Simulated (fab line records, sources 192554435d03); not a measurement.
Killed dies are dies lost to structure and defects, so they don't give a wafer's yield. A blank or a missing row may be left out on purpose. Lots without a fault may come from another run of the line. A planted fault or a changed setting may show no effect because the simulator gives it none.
fab line records | flow n5_finfet
record lots=24 wafers=72 last_day=18
route steps=1938 shown MOL_CONTACT_COAG@526
lots that met no fault: from a run of the same line without faults
start_h: hours from the record's first day to the start of the lot's first wafer shown | wait_h: hours since the lot's step before | " the same as in the row above | L1.1+2: a row that stands for several wafers | - no value, or no start given | * or withheld: withheld | < > ~ a bound
route shown NAME@n: a module of which the file shows steps, and the number in the route of the first | usual: mean/standard deviation of fault-free wafers | same: alike in all rows | chamber/n: place in a boat | sites: the reading at each site | _std_site: their standard deviation | _edge_site: outer sites' mean less inner sites' | radius_mm: how far each site lies from the wafer's centre | mask NAME#n: copy n | behind: the tool/chamber that last shaped the wafer | hold: why the lot was held/for how many hours/how that ended | device: the transistor (n, p or np) that didn't switch | end of line: the same wafers' tests at the end of the route | a step without rows: its recipe alone | killed: dies lost to structure and defects at the first sort, not the wafer's yield | map: a wafer's dies, x killed, . not, _ none there
set.NAME: the setting as run; set.NAME@STEP: as run at that earlier step | model.NAME: the simulator's own value behind a step, which no gauge read
steps of the route over a sample of lots; a table a step, a row a wafer
services: from which hour (start_h, from the record's first day; less than 0 if before it) a tool's chamber was out of use, for how many hours, and why
## steps
# step N5_MOL_CONTACT_COAG_CD_MEAS_08
# recipe target_cd_nm=28 landing_energy_ev=500 detector=se_inlens polarity=opening
# usual cd_nm=27.99/0.25
# columns lot.wafer tool chamber start_h wait_h cd_nm
L074.2 cd_sem-01 0 87.02 - 27.98
L074.4 " 0 " " 27.85
L074.5 " 0 " " 28.45
L075.1 cd_sem-01 0 93.05 - 27.77
L075.4 " 0 " " 27.77
L075.6 " 0 " " 28.20
L076.2 cd_sem-02 0 96.94 - 28.03
L076.5 " 0 " " 28.21
L076.6 " 0 " " 27.84
L077.1 cd_sem-03 0 106.37 - 27.93
L077.4 " 0 " " 28.00
L077.6 " 0 " " 27.74
L078.1 cd_sem-02 0 109.41 - 27.78
L078.3 " 0 " " 27.47
L078.6 " 0 " " 28.05
L079.1 cd_sem-03 0 118.77 - 28.49
L079.2 " 0 " " 27.92
L079.3 " 0 " " 28.03
L080.3 cd_sem-02 0 126.72 - 28.01
L080.4 " 0 " " 28.04
L080.5 " 0 " " 28.46
L081.1 cd_sem-01 0 129.93 - 27.85
L081.5 " 0 " " 27.72
L081.6 " 0 " " 27.65
L082.1 cd_sem-03 0 143.78 - 27.54
L082.5 " 0 " " 27.72
L082.6 " 0 " " 27.69
L083.2 cd_sem-01 0 151.08 - 28.32
L083.3 " 0 " " 28.09
L083.4 " 0 " " 28.02
L085.1 cd_sem-02 0 154.29 - 27.64
L085.3 " 0 " " 28.42
L085.4 " 0 " " 28.13
L084.1 cd_sem-02 0 155.71 - 27.94
L084.2 " 0 " " 27.98
L084.3 " 0 " " 27.97
L086.1 cd_sem-03 0 162.76 - 28.30
L086.3 " 0 " " 28.27
L086.5 " 0 " " 27.84
L088.1 cd_sem-03 0 175.46 - 27.97
L088.2 " 0 " " 27.86
L088.5 " 0 " " 27.86
L087.3 cd_sem-03 0 175.91 - 27.78
L087.4 " 0 " " 27.97
L087.5 " 0 " " 28.01
L089.1 cd_sem-02 0 183.52 - 28.33
L089.4 " 0 " " 28.55
L089.6 " 0 " " 28.15
L090.1 cd_sem-01 0 195.54 - 28.38
L090.2 " 0 " " 28.73
L090.3 " 0 " " 28.36
L091.1 cd_sem-01 0 197.36 - 28.37
L091.3 " 0 " " 27.82
L091.6 " 0 " " 28.11
L092.1 cd_sem-01 0 209.52 - 27.60
L092.4 " 0 " " 27.56
L092.6 " 0 " " 28.33
L094.1 cd_sem-02 0 209.94 - 28.19
L094.2 " 0 " " 27.93
L094.5 " 0 " " 28.08
L093.3 cd_sem-01 0 210.78 - 28.03
L093.4 " 0 " " 28.00
L093.5 " 0 " " 28.33
L095.1 cd_sem-01 0 216.82 - 27.81
L095.2 " 0 " " 27.83
L095.5 " 0 " " 27.91
L096.1 cd_sem-02 0 221.29 - 28.10
L096.2 " 0 " " 27.88
L096.6 " 0 " " 28.30
L097.1 cd_sem-01 0 230.45 - 28.07
L097.3 " 0 " " 28.03
L097.5 " 0 " " 28.16
# step N5_MOL_CONTACT_COAG_CD_MEAS_99
# recipe target_cd_nm=17.2 polarity=opening
# usual cd_nm=17.1/0.35
# columns lot.wafer tool chamber start_h wait_h cd_nm
L074.2 cd_sem-01 - 87.54 - 17.0
L074.4 " - " " 17.1
L074.5 " - " " 17.1
L075.1 cd_sem-02 - 93.57 - 17.1
L075.4 " - " " 17.5
L075.6 " - " " 17.3
L076.2 cd_sem-03 - 97.46 - 16.4
L076.5 " - " " 16.9
L076.6 " - " " 17.5
L077.1 cd_sem-02 - 107.48 - 17.2
L077.4 " - " " 17.4
L077.6 " - " " 17.1
L078.1 cd_sem-02 - 109.93 - 16.5
L078.3 " - " " 17.5
L078.6 " - " " 16.8
L079.1 cd_sem-02 - 119.29 - 17.6
L079.2 " - " " 17.8
L079.3 " - " " 17.9
L080.3 cd_sem-03 - 127.24 - 16.9
L080.4 " - " " 17.4
L080.5 " - " " 17.0
L081.1 cd_sem-01 - 130.45 - 16.9
L081.5 " - " " 17.0
L081.6 " - " " 17.4
L082.1 cd_sem-03 - 144.30 - 16.8
L082.5 " - " " 17.1
L082.6 " - " " 16.6
L083.2 cd_sem-03 - 151.60 - 17.4
L083.3 " - " " 17.5
L083.4 " - " " 17.2
L085.1 cd_sem-01 - 154.92 - 16.8
L085.3 " - " " 16.8
L085.4 " - " " 17.5
L084.1 cd_sem-01 - 156.23 - 17.4
L084.2 " - " " 17.3
L084.3 " - " " 17.4
L086.1 cd_sem-03 - 163.28 - 17.1
L086.3 " - " " 17.7
L086.5 " - " " 17.6
L088.1 cd_sem-02 - 175.98 - 17.4
L088.2 " - " " 17.0
L088.5 " - " " 17.1
L087.3 cd_sem-02 - 176.43 - 16.8
L087.4 " - " " 16.4
L087.5 " - " " 17.5
L089.1 cd_sem-01 - 184.38 - 16.8
L089.4 " - " " 18.0
L089.6 " - " " 17.9
L090.1 cd_sem-03 - 196.06 - 17.3
L090.2 " - " " 16.8
L090.3 " - " " 17.0
L091.1 cd_sem-01 - 197.88 - 16.9
L091.3 " - " " 17.6
L091.6 " - " " 16.4
L092.1 cd_sem-02 - 210.04 - 16.6
L092.4 " - " " 16.9
L092.6 " - " " 16.7
L094.1 cd_sem-02 - 210.46 - 16.9
L094.2 " - " " 16.9
L094.5 " - " " 16.6
L093.3 cd_sem-03 - 211.30 - 17.2
L093.4 " - " " 17.4
L093.5 " - " " 17.2
L095.1 cd_sem-03 - 217.35 - 17.2
L095.2 " - " " 16.8
L095.5 " - " " 17.5
L096.1 cd_sem-02 - 221.92 - 17.3
L096.2 " - " " 16.7
L096.6 " - " " 16.7
L097.1 cd_sem-03 - 231.19 - 17.5
L097.3 " - " " 17.3
L097.5 " - " " 17.0
# step N5_MOL_CONTACT_COAG_ALD_20
# recipe material=TiN target_thk_a=15 temp_c=400 ald_precursor_family=TiCl4 ald_co_reactant=NH3 pulse_time_s=1 purge_time_s=3 co_reactant_purge_time_s=2 co_reactant_pulse_time_s=2 ald_cycles=68 pressure_torr=3
# usual chamber_pressure_Torr=3.000/0.0058 heater_power_w=902/84 precursor_pulse_height_rel=0.998/0.022
# same pulse_time_s=1
# columns lot.wafer tool chamber start_h wait_h chamber_pressure_Torr heater_power_w precursor_pulse_height_rel
L074.2 ald_metal-01 0 88.69 0.1 2.994 1094 0.995
L074.4 " 3 " " 3.006 822 1.008
L074.5 " 3 " " 3.005 834 0.988
L075.1 ald_metal-04 1 94.68 0.1 3.012 949 0.986
L075.4 " 3 " " 3.006 963 0.976
L075.6 " 3 " " 3.008 923 0.978
L076.2 ald_metal-02 1 98.12 0.1 3.001 924 1.002
L076.5 " 1 " " 3.007 945 1.026
L076.6 " 2 " " 2.985 861 0.993
L077.1 ald_metal-01 2 108.05 0.1 3.012 847 0.990
L077.4 " 1 " " 3.002 952 1.010
L077.6 " 3 " " 2.998 821 0.995
L078.1 ald_metal-02 2 110.55 0.1 2.995 871 1.014
L078.3 " 0 " " 3.007 948 1.007
L078.6 " 1 " " 2.999 946 1.020
L079.1 ald_metal-01 2 120.34 0.1 3.007 871 1.034
L079.2 " 1 " " 3.003 953 0.994
L079.3 " 0 " " 2.997 1074 0.967
L080.3 ald_metal-02 2 127.88 0.1 3.008 857 0.991
L080.4 " 1 " " 2.994 941 1.009
L080.5 " 3 " " 2.989 757 0.966
L081.1 ald_metal-01 2 132.13 0.1 2.998 851 0.960
L081.5 " 2 " " 3.003 876 1.004
L081.6 " 1 " " 2.990 913 0.993
L082.1 ald_metal-02 2 145.37 0.1 3.009 854 1.017
L082.5 " 2 " " 3.009 850 1.003
L082.6 " 3 " " 2.997 764 0.973
L083.2 ald_metal-01 2 154.16 0.1 3.003 859 0.972
L083.3 " 1 " " 3.005 959 1.001
L083.4 " 3 " " 2.993 841 1.009
L085.1 ald_metal-04 1 155.52 0.1 2.995 948 0.991
L085.3 " 2 " " 2.999 848 0.999
L085.4 " 0 " " 3.001 848 1.018
L084.1 ald_metal-01 1 156.86 0.1 2.996 977 0.967
L084.2 " 3 " " 3.006 812 1.014
L084.3 " 0 " " 3.003 1072 1.013
L086.1 ald_metal-01 0 163.94 0.1 2.989 1061 1.000
L086.3 " 3 " " 3.006 792 1.001
L086.5 " 2 " " 2.998 864 0.986
L088.1 ald_metal-04 3 176.57 0.1 2.999 961 1.037
L088.2 " 0 " " 2.991 830 1.005
L088.5 " 3 " " 2.998 937 0.982
L087.3 ald_metal-04 3 177.02 0.1 3.000 949 0.983
L087.4 " 0 " " 2.999 842 0.988
L087.5 " 3 " " 2.999 937 1.009
L089.1 ald_metal-01 1 185.52 0.1 3.002 950 1.049
L089.4 " 3 " " 3.003 818 1.014
L089.6 " 3 " " 2.994 826 0.995
L090.1 ald_metal-01 0 197.14 0.1 3.003 1090 0.980
L090.2 " 2 " " 2.999 830 1.036
L090.3 " 3 " " 2.992 827 1.002
L091.1 ald_metal-04 3 198.53 0.1 3.003 991 0.974
L091.3 " 2 " " 3.011 872 0.955
L091.6 " 3 " " 3.000 956 1.020
L092.1 ald_metal-04 2 210.85 0.1 3.005 890 1.043
L092.4 " 1 " " 3.003 939 0.988
L092.6 " 1 " " 2.997 937 1.039
L094.1 ald_metal-02 2 211.22 0.1 3.000 869 1.009
L094.2 " 1 " " 3.000 951 1.014
L094.5 " 2 " " 2.998 877 0.981
L093.3 ald_metal-01 3 212.12 0.1 2.998 807 1.009
L093.4 " 0 " " 3.000 1060 0.958
L093.5 " 2 " " 3.004 857 1.038
L095.1 ald_metal-01 2 219.74 0.1 2.996 857 1.025
L095.2 " 3 " " 2.996 806 1.027
L095.5 " 0 " " 2.990 1054 1.017
L096.1 ald_metal-01 3 223.58 0.1 3.007 840 1.008
L096.2 " 2 " " 3.010 866 0.951
L096.6 " 1 " " 2.997 971 1.002
L097.1 ald_metal-02 1 232.92 0.1 2.986 935 0.942
L097.3 " 2 " " 2.996 844 0.994
L097.5 " 3 " " 2.997 754 1.025
# step N5_MOL_CONTACT_COAG_OVL_MEAS_85
# recipe points_per_wafer=522
# usual VG_OVL=0.0/0.7
# columns lot.wafer tool chamber start_h wait_h VG_OVL[nm]
L074.2 overlay-02 0 98.64 0.0 0.6
L074.4 " 0 " " 0.1
L074.5 " 0 " " -0.3
L075.1 overlay-01 0 102.15 0.0 0.7
L075.4 " 0 " " -0.3
L075.6 " 0 " " 0.9
L076.2 overlay-01 0 105.64 0.0 0.0
L076.5 " 0 " " -1.0
L076.6 " 0 " " -0.5
L077.1 overlay-01 0 116.09 0.0 -0.8
L077.4 " 0 " " 0.1
L077.6 " 0 " " 0.1
L078.1 overlay-02 0 117.02 0.0 -0.1
L078.3 " 0 " " -1.1
L078.6 " 0 " " 0.4
L079.1 overlay-02 0 128.49 0.0 -0.5
L079.2 " 0 " " -0.3
L079.3 " 0 " " 1.0
L080.3 overlay-02 0 137.23 0.0 -1.4
L080.4 " 0 " " 0.4
L080.5 " 0 " " 0.4
L081.1 overlay-02 0 145.01 0.0 0.0
L081.5 " 0 " " -0.4
L081.6 " 0 " " 0.4
L082.1 overlay-02 0 154.95 0.0 1.5
L082.5 " 0 " " 2.2
L082.6 " 0 " " 0.5
L083.2 overlay-02 0 161.43 0.0 1.6
L083.3 " 0 " " -0.1
L083.4 " 0 " " 1.0
L085.1 overlay-01 0 162.02 0.0 -0.2
L085.3 " 0 " " -0.9
L085.4 " 0 " " 0.0
L084.1 overlay-02 0 164.96 0.0 -1.0
L084.2 " 0 " " -0.3
L084.3 " 0 " " -0.3
L086.1 overlay-01 0 173.23 0.0 0.9
L086.3 " 0 " " 0.2
L086.5 " 0 " " 0.4
L088.1 overlay-01 0 185.03 0.0 0.2
L088.2 " 0 " " -1.2
L088.5 " 0 " " 0.2
L087.3 overlay-01 0 186.70 0.0 0.1
L087.4 " 0 " " 0.7
L087.5 " 0 " " -0.2
L089.1 overlay-02 0 195.72 0.0 0.1
L089.4 " 0 " " -0.7
L089.6 " 0 " " -0.7
L090.1 overlay-02 0 204.63 0.0 1.6
L090.2 " 0 " " 0.4
L090.3 " 0 " " 1.0
L091.1 overlay-01 0 209.72 0.0 1.3
L091.3 " 0 " " 1.0
L091.6 " 0 " " 0.3
L092.1 overlay-02 0 220.15 0.0 -0.2
L092.4 " 0 " " 0.3
L092.6 " 0 " " 0.3
L094.1 overlay-01 0 220.68 0.0 -0.2
L094.2 " 0 " " -0.5
L094.5 " 0 " " 0.4
L093.3 overlay-01 0 223.01 0.0 0.4
L093.4 " 0 " " 0.7
L093.5 " 0 " " 0.2
L095.1 overlay-02 0 228.55 0.0 -0.4
L095.2 " 0 " " -0.3
L095.5 " 0 " " 0.1
L096.1 overlay-02 0 232.34 0.0 0.3
L096.2 " 0 " " -0.5
L096.6 " 0 " " -1.6
L097.1 overlay-01 0 242.84 0.0 0.3
L097.3 " 0 " " 0.1
L097.5 " 0 " " -0.6
# step N5_MOL_CONTACT_COAG_VIA_ETCH_46
# recipe chemistry=C4F6/O2 target_depth_a=460 overetch_a=92 mask_material=SOC target=SiO2 bias_w=455 pressure_mtorr=10 time_s=40 source_w=325 Ar_flow_sccm=300 C4F6_flow_sccm=10 O2_flow_sccm=10 ion_energy_ev=575.3 ends=end_point
# usual drypump_motor_current_A=5.9/0.47 oes_product_au=0.71/0.068 rf_vpp_V=1596/31 showerhead_plenum_p_Torr=2.92/0.077 throttle_valve_pct=40.8/0.69
# columns lot.wafer tool chamber start_h wait_h drypump_motor_current_A oes_product_au rf_hours_counter_h rf_vpp_V showerhead_plenum_p_Torr throttle_valve_pct
L074.2 rie_diel-06 2 99.46 0.0 5.9 0.61 234 1584 2.81 40.9
L074.4 " 1 " " 6.5 0.79 20 1565 3.02 41.0
L074.5 " 0 " " 6.4 0.68 - 1675 2.96 41.4
L075.1 rie_diel-06 1 102.71 0.0 6.5 0.80 21 1566 3.02 40.9
L075.4 " 2 " " 5.9 0.61 235 1584 2.81 40.8
L075.6 " 3 " " 5.0 0.70 - 1601 2.94 41.1
L076.2 rie_diel-06 0 106.36 0.0 6.4 0.67 175 1672 2.96 41.4
L076.5 " 2 " " 5.9 0.62 - 1583 2.81 40.9
L076.6 " 1 " " 6.5 0.80 - 1564 3.02 41.0
L077.1 rie_diel-05 0 116.69 0.0 6.2 0.83 9 1575 3.00 40.1
L077.4 " 1 " " 5.9 0.69 126 1597 2.98 42.0
L077.6 " 0 " " 6.2 0.86 - 1576 3.00 40.1
L078.1 rie_diel-05 1 117.58 0.0 5.8 0.69 127 1600 2.99 42.0
L078.3 " 3 " " 5.8 0.64 197 1586 2.92 39.5
L078.6 " 0 " " 6.2 0.85 - 1575 3.00 40.1
L079.1 rie_diel-04 2 129.05 0.0 6.3 0.73 71 1585 3.00 40.3
L079.2 " 0 " " 5.0 0.82 34 1582 2.79 41.8
L079.3 " 3 " " 6.2 0.75 60 1595 2.87 40.4
L080.3 rie_diel-05 3 137.78 0.0 5.9 0.65 204 1585 2.91 39.5
L080.4 " 1 " " 5.8 0.69 - 1599 2.98 42.0
L080.5 " 3 " " 5.9 0.66 - 1587 2.91 39.5
L081.1 rie_diel-05 1 145.72 0.0 5.8 0.67 137 1598 2.98 42.0
L081.5 " 3 " " 5.8 0.64 - 1587 2.91 39.5
L081.6 " 0 " " 6.2 0.80 - 1575 3.00 40.1
L082.1 rie_diel-05 3 155.66 0.0 5.9 0.65 211 1586 2.91 39.5
L082.5 " 3 " " 5.8 0.66 - 1585 2.91 39.5
L082.6 " 2 " " 5.4 0.76 - 1613 2.76 40.4
L083.2 rie_diel-06 3 161.99 0.0 5.0 0.67 169 1601 2.93 41.1
L083.3 " 0 " " 6.3 0.65 197 1673 2.95 41.4
L083.4 " 1 " " 6.5 0.76 - 1563 3.01 41.0
L085.1 rie_diel-04 0 162.63 0.0 5.0 0.78 46 1580 2.78 41.8
L085.3 " 1 " " 5.8 0.62 223 1576 2.93 40.6
L085.4 " 3 " " 6.3 0.74 71 1594 2.87 40.4
L084.1 rie_diel-04 3 165.71 0.0 6.3 0.75 72 1594 2.87 40.4
L084.2 " 2 " " 6.4 0.73 83 1585 3.00 40.3
L084.3 " 1 " " 5.8 0.62 225 1576 2.93 40.5
L086.1 rie_diel-04 0 174.98 0.0 5.0 0.78 48 1581 2.78 41.8
L086.3 " 3 " " 6.3 0.74 74 1593 2.86 40.4
L086.5 " 1 " " 5.8 0.63 - 1576 2.92 40.6
L088.1 rie_diel-06 1 186.06 0.0 6.5 0.74 51 1563 3.00 41.0
L088.2 " 0 " " 6.3 0.64 204 1674 2.95 41.4
L088.5 " 0 " " 6.3 0.66 - 1674 2.95 41.4
L087.3 rie_diel-05 3 187.60 0.0 5.8 0.63 221 1585 2.91 39.5
L087.4 " 0 " " 6.2 0.79 35 1575 2.99 40.1
L087.5 " 0 " " 6.2 0.80 - 1575 2.99 40.1
L089.1 rie_diel-04 0 196.51 0.0 5.0 0.77 57 1583 2.78 41.8
L089.4 " 1 " " 5.8 0.62 235 1578 2.92 40.6
L089.6 " 2 " " 6.3 0.72 - 1584 2.99 40.3
L090.1 rie_diel-06 3 205.89 0.0 5.0 0.67 183 1601 2.93 41.1
L090.2 " 2 " " 5.9 0.85 9 1584 2.80 40.8
L090.3 " 1 " " 6.5 0.74 56 1563 3.00 41.0
L091.1 rie_diel-04 2 210.53 0.0 6.3 0.72 101 1584 2.99 40.3
L091.3 " 0 " " 5.0 0.77 59 1580 2.78 41.8
L091.6 " 3 " " 6.3 0.75 - 1595 2.86 40.4
L092.1 rie_diel-05 0 221.08 0.0 6.2 0.77 45 1575 2.99 40.1
L092.4 " 1 " " 5.9 0.67 162 1598 2.97 42.1
L092.6 " 0 " " 6.2 0.78 - 1573 2.99 40.1
L094.1 rie_diel-06 1 221.66 0.0 6.5 0.72 61 1561 3.00 41.0
L094.2 " 0 " " 6.4 0.64 214 1670 2.94 41.4
L094.5 " 3 " " 5.0 0.66 - 1601 2.93 41.1
L093.3 rie_diel-05 3 223.56 0.0 5.8 0.63 232 1585 2.90 39.5
L093.4 " 2 " " 5.4 0.73 89 1612 2.75 40.4
L093.5 " 1 " " 5.8 0.65 - 1598 2.97 42.0
L095.1 rie_diel-06 2 229.28 0.0 5.9 0.82 16 1585 2.80 40.8
L095.2 " 0 " " 6.4 0.64 217 1673 2.94 41.5
L095.5 " 1 " " 6.5 0.73 - 1563 3.00 41.0
L096.1 rie_diel-06 2 233.08 0.0 5.9 0.81 18 1585 2.80 40.8
L096.2 " 1 " " 6.5 0.72 66 1563 3.00 41.0
L096.6 " 1 " " 6.5 0.72 - 1563 3.00 41.0
L097.1 rie_diel-06 2 243.46 0.0 5.9 0.82 21 1584 2.80 40.8
L097.3 " 1 " " 6.5 0.72 69 1563 2.99 41.0
L097.5 " 0 " " 6.3 0.64 - 1672 2.94 41.5
# step N5_MOL_CONTACT_COAG_STRIP_119
# recipe chemistry=N2/H2 time_s=30 power_w=1000 temp_c=250 pressure_mtorr=withheld n2_flow_sccm=1750 h2_flow_sccm=3250
# usual drypump_motor_current_A=5.61/0.25 heater_power_w=358/32
# columns lot.wafer tool chamber start_h wait_h drypump_motor_current_A heater_power_w rf_hours_counter_h
L074.2 plasma_asher-01 0 99.65 0.1 5.85 367 41
L074.4 " 1 " " 5.52 380 -
L074.5 " 1 " " 5.54 379 -
L075.1 plasma_asher-02 1 102.90 0.1 5.79 364 97
L075.4 " 0 " " 5.21 299 -
L075.6 " 0 " " 5.23 299 -
L076.2 plasma_asher-01 1 106.55 0.1 5.53 391 42
L076.5 " 0 " " 5.87 360 -
L076.6 " 1 " " 5.52 401 -
L077.1 plasma_asher-01 1 116.88 0.1 5.56 379 44
L077.4 " 1 " " 5.55 387 -
L077.6 " 1 " " 5.56 386 -
L078.1 plasma_asher-01 1 117.77 0.1 5.55 384 44
L078.3 " 1 " " 5.55 384 -
L078.6 " 1 " " 5.54 397 -
L079.1 plasma_asher-02 1 129.24 0.1 5.82 353 102
L079.2 " 0 " " 5.20 306 102
L079.3 " 1 " " 5.82 371 -
L080.3 plasma_asher-02 1 137.98 0.1 5.78 358 -
L080.4 " 0 " " 5.20 306 -
L080.5 " 1 " " 5.80 370 -
L081.1 plasma_asher-02 1 145.91 0.1 5.79 372 105
L081.5 " 0 " " 5.21 299 -
L081.6 " 1 " " 5.79 362 -
L082.1 plasma_asher-01 1 155.85 0.1 5.53 393 51
L082.5 " 1 " " 5.53 399 -
L082.6 " 0 " " 5.84 375 -
L083.2 plasma_asher-01 1 162.18 0.1 5.54 384 52
L083.3 " 1 " " 5.53 378 -
L083.4 " 0 " " 5.83 388 -
L085.1 plasma_asher-02 0 162.81 0.1 5.20 298 109
L085.3 " 0 " " 5.19 305 -
L085.4 " 1 " " 5.80 367 -
L084.1 plasma_asher-02 1 165.90 0.1 5.80 368 110
L084.2 " 0 " " 5.20 297 110
L084.3 " 1 " " 5.79 361 -
L086.1 plasma_asher-02 1 175.16 0.1 5.81 363 111
L086.3 " 0 " " 5.22 312 -
L086.5 " 0 " " 5.22 300 -
L088.1 plasma_asher-01 1 186.25 0.1 5.54 392 57
L088.2 " 0 " " 5.85 371 57
L088.5 " 1 " " 5.51 391 -
L087.3 plasma_asher-02 0 187.80 0.1 5.21 305 -
L087.4 " 1 " " 5.82 368 -
L087.5 " 1 " " 5.80 358 -
L089.1 plasma_asher-01 1 196.70 0.1 5.55 385 59
L089.4 " 1 " " 5.54 398 -
L089.6 " 1 " " 5.53 393 -
L090.1 plasma_asher-01 1 206.08 0.1 5.54 381 61
L090.2 " 0 " " 5.85 369 61
L090.3 " 0 " " 5.86 372 -
L091.1 plasma_asher-01 0 210.72 0.1 5.86 371 62
L091.3 " 1 " " 5.56 390 -
L091.6 " 0 " " 5.86 364 -
L092.1 plasma_asher-02 1 221.27 0.1 5.79 353 120
L092.4 " 1 " " 5.79 371 -
L092.6 " 1 " " 5.81 367 -
L094.1 plasma_asher-02 1 221.85 0.1 5.81 370 120
L094.2 " 0 " " 5.22 298 120
L094.5 " 0 " " 5.21 294 -
L093.3 plasma_asher-02 0 223.77 0.1 5.20 302 -
L093.4 " 1 " " 5.79 361 -
L093.5 " 1 " " 5.82 368 -
L095.1 plasma_asher-01 1 229.47 0.1 5.55 393 65
L095.2 " 0 " " 5.84 371 65
L095.5 " 1 " " 5.54 397 -
L096.1 plasma_asher-01 1 233.27 0.1 5.51 398 66
L096.2 " 0 " " 5.86 367 66
L096.6 " 0 " " 5.85 373 -
L097.1 plasma_asher-01 1 243.64 0.1 5.56 388 68
L097.3 " 0 " " 5.84 358 -
L097.5 " 0 " " 5.84 378 -
## services
# columns tool chamber start_h hours kind
rie_diel-04 1 65.80 6.9 repair
rie_diel-05 0 73.10 - clean
rie_diel-05 0 73.10 - consumable_replace:focus_ring
rie_diel-05 0 73.10 - consumable_replace:showerhead
rie_diel-05 0 73.10 18.2 scheduled_down
rie_diel-05 0 73.10 18.2 vent_cycle
ald_metal-04 - 112.18 0.4 repair
ald_metal-01 3 128.98 23.7 repair
rie_diel-05 2 133.03 8.9 repair
rie_diel-04 - 137.93 0.3 repair
rie_diel-06 2 146.63 - clean
rie_diel-06 2 146.63 18.4 scheduled_down
rie_diel-06 2 146.63 18.4 vent_cycle
ald_metal-02 3 147.77 19.4 repair
ald_metal-04 1 173.83 34.1 repair
plasma_asher-02 - 176.13 1.0 repair
rie_diel-06 - 176.36 0.6 repair
ald_metal-04 0 220.83 5.3 repair
ald_metal-02 1 222.16 4.1 repair
ald_metal-01 0 222.67 8.0 repair
ald_metal-01 - 228.84 14.6 pm
rie_diel-04 1 235.11 - clean
rie_diel-04 1 235.11 - consumable_replace:focus_ring
ald_metal-04 - 242.30 14.6 pm
## key
fault none
